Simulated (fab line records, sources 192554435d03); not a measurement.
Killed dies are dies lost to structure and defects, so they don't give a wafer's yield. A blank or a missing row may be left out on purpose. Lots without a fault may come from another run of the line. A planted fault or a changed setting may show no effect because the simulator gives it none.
A struck lot beside a sound one | flow n5_finfet | 16 steps out of a route of 1938
Sound: wafers L426.1, L426.3, L426.6. Struck: wafer L433.3. (L433.4 of the same lot was not struck and is left out.) The cause comes at the end.
At each step with rows: each side's tool, then ch and its chambers, then its first start. Under that, the readings that differ: sound wafers | struck wafers | difference of the means | sigmas: that difference in standard deviations of wafers without a fault.
alike: readings whose means differ by less than 2 such deviations, and words and numbers that are the same on both sides. not compared: withheld readings, readings that some wafer has no value for, bounds like >300 that may hide the same value, and numbers for which the record gives no deviation and whose values overlap.
The two part at a step that has a row with sigmas, a row that says differs or no value, or rows on one side only. Numbers that don't overlap but have no deviation are shown without sigmas and don't part them. A reading that every wafer of one side lacks parts them only if that side has two wafers or more.

first, 3 steps without rows for these wafers: N5_FIN_SAQP_EXPOSE_13 (exposes mask FIN CORE, target cd 35.6 nm); N5_FIN_SAQP_PEB_14 (peb time 60 s); N5_FIN_SAQP_DEVELOP_15 (develop time 30 s).
N5_FIN_SAQP_CD_MEAS_16: target cd 35.6 nm.
  sound on cd_sem-03 ch 0, day 2 21:11; struck on cd_sem-01 ch 0, day 4 15:33
  alike: cd_nm
N5_FIN_SAQP_OVL_MEAS_17:
  sound on overlay-02 ch 0, day 2 21:14; struck on overlay-01 ch 0, day 4 15:35
  reading           | sound          | struck | difference | sigmas
  FIN_CORE_OVL (nm) | -0.3 -0.7 -1.5 | 1.0    | +1.8       | +2
N5_FIN_SAQP_INSPECT_18: inspects for defects (brightfield).
  sound on defect_inspect-01, day 2 21:16; struck on defect_inspect-02, day 4 15:37
  alike: raw_defect_count
N5_FIN_SAQP_DESCUM_21: chemistry O2, time 7.9 s.
  sound on rie_diel-04 ch 0,2, day 2 21:17; struck on rie_diel-02 ch 2, day 4 15:48
  alike: chamber_pressure_mTorr, drypump_motor_current_A, oes_product_au, rf_vpp_V, showerhead_plenum_p_Torr, throttle_valve_pct
  not compared: rf_hours_counter_h
N5_FIN_SAQP_ETCH_51: etches SiARC in CF4, target depth 45.5 nm, time 75.8 s.
  sound on rie_diel-04 ch 0,2, day 2 21:20; struck on rie_diel-02 ch 2, day 4 15:50
  alike: chamber_pressure_mTorr, drypump_motor_current_A, etch_rf_on_time_s, oes_product_au, rf_vpp_V, showerhead_plenum_p_Torr, throttle_valve_pct
  not compared: rf_hours_counter_h
N5_FIN_SAQP_ETCH_52: etches SOC in N2/H2, target depth 100 nm, overetch 20 nm, time 150 s.
  sound on rie_diel-04 ch 0,2, day 2 21:23; struck on rie_diel-02 ch 2, day 4 15:53
  alike: chamber_pressure_mTorr, drypump_motor_current_A, oes_product_au, rf_vpp_V, showerhead_plenum_p_Torr, throttle_valve_pct
  not compared: rf_hours_counter_h
then, 1 step without rows for these wafers: N5_FIN_SAQP_STRIP_53 (strips in N2/H2).
N5_FIN_SAQP_HM_OPEN_73: chemistry CHF3/O2, target SiO2, stops on a-Si, target depth 12 nm, time 16.8 s.
  sound on rie_diel-04 ch 0,2, day 2 21:29; struck on rie_diel-02 ch 2, day 4 15:59
  reading                | sound             | struck | difference | sigmas
  throttle_valve_pct (%) | 18.59 18.75 18.75 | 19.06  | +0.36      | +2
  alike: chamber_pressure_mTorr, drypump_motor_current_A, oes_ar_750_au, oes_product_au, rf_vpp_V, showerhead_plenum_p_Torr
  not compared: rf_hours_counter_h
then, 1 step without rows for these wafers: N5_FIN_SAQP_STRIP_74 (strips in CHF3/O2).
N5_FIN_SAQP_MANDREL_ETCH_22: etches a-Si in HBr/Cl2, stops on SiNx, target depth 60 nm, bt time 10 s, time 30 s.
  sound on rie_si-05 ch 2,3, day 2 21:34; struck on rie_si-05 ch 1, day 4 16:05
  reading        | sound       | struck  | difference | sigmas
  over_etch_frac | 0.5 0.5 0.5 | 0.46586 | -0.03414   |
  alike: chamber_pressure_mTorr, drypump_motor_current_A, oes_product_au, throttle_valve_pct
  not compared: rf_hours_counter_h
N5_FIN_SAQP_STRIP_55: strips in N2/H2.
  sound on rie_diel-01 ch 0,1,3, day 2 22:01; struck on rie_diel-01 ch 1, day 4 16:11
  alike: chamber_pressure_mTorr, drypump_motor_current_A, oes_product_au, rf_vpp_V, showerhead_plenum_p_Torr, throttle_valve_pct
  not compared: rf_hours_counter_h
-- the record jumps here: 6 days lie between the struck wafers' starts before and after (it left off in module FIN_SAQP and takes up again in module BEOL_M4, whose first step shown is number 1111 of the route) --
N5_BEOL_M4_RC_MEAS_101:
  sound on prober-02 ch 0, day 9 22:48; struck on prober-02 ch 0, day 10 21:20
  reading       | sound       | struck | difference | sigmas
  ION_N (uA/um) | 658 662 670 | 697    | +34        | +3
  ION_P (uA/um) | 455 446 457 | 470    | +17        | +2
  alike: DIBL_N, DIBL_P, IOFF_N, IOFF_P, SS_N, SS_P, VT_N, VT_P
-- the record jumps here: 5 days lie between the struck wafers' starts before and after (it left off in module BEOL_M4 and takes up again in module PASSIVATION, whose first step shown is number 1936 of the route) --
N5_PASSIVATION_PROBE_49:
  sound on prober-01, day 14 20:22; struck on prober-02, day 15 15:23
  alike: defect_limited_yield, killed_at_M0_to_M3, killed_at_M4_up, killed_at_contacts, killed_at_front_end, killed_at_other, killed_dies, killed_open, killed_short, sort_bin_5_function, sort_bin_6_memory, sort_bin_8_speed, sort_n_pass, sort_yield_pct

WHERE THEY PART
First at N5_FIN_SAQP_OVL_MEAS_17; last, within this record, at N5_BEOL_M4_RC_MEAS_101. Later steps at which nothing parts them and some readings are alike: N5_PASSIVATION_PROBE_49.

WHY: what the simulator had put in
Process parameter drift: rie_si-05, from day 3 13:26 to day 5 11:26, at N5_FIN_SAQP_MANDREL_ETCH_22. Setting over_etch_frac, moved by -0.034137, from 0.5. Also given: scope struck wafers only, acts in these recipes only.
